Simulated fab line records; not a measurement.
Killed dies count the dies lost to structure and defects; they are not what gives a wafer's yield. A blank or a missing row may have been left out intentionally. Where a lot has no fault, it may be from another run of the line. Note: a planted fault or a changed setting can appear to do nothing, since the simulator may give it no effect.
What tool caused it? ; flow nand harc ; 12 lots (36 wafers sampled), 1 step of a 1302-step route

WHAT THE GAUGES SHOWED, per wafer
NHARC_P_ZERO_WELL_INSPECT_43.
lot;measured;on;raw defect count
L075;day 1 13:46;defect inspect-02;21 12 17
L077;day 2 09:28;defect inspect-02;7 5 8
L079;day 3 05:45;defect inspect-02;21 11 13
L081;day 4 05:47;defect inspect-02;16 12 6
L083;day 4 21:44;defect inspect-01;10 11 8
L085;day 5 17:54;defect inspect-02;8 9 7
L087;day 6 13:58;defect inspect-01;7 12 9
L089;day 7 09:11;defect inspect-01;14 20 25
L091;day 8 05:26;defect inspect-01;10 6 7
L093;day 9 01:52;defect inspect-02;17 28 11
L095;day 9 22:33;defect inspect-01;14 12 20
L097;day 10 17:28;defect inspect-01;19 8 9

TOOL THAT RAN EACH LOT (tool first, then ch and the chambers of the sampled wafers, then the start)
Before these readings, the record contains no process step.

THE ANSWER, worked out from the rows above alone
Rule: the lots themselves supply what counts as usual. Put in order of their means at a reading, lots are off if they are a third of the lots or fewer, leave a main group of 4 or more, and stand apart from it by a gap of 3 or more times the standard deviation of the main group's means; of several such gaps the widest counts. The tables above print the reading to a certain number of digits; a main group whose means all agree to those digits is not used. A lot without any number at a reading at which 4 lots or more have one is off too. Where the step has rows for the other lots, those lots are counted as sound.
Across all readings shown, no lot is off: no conclusion can be drawn from this.

WHAT WAS PUT IN BY THE SIMULATOR
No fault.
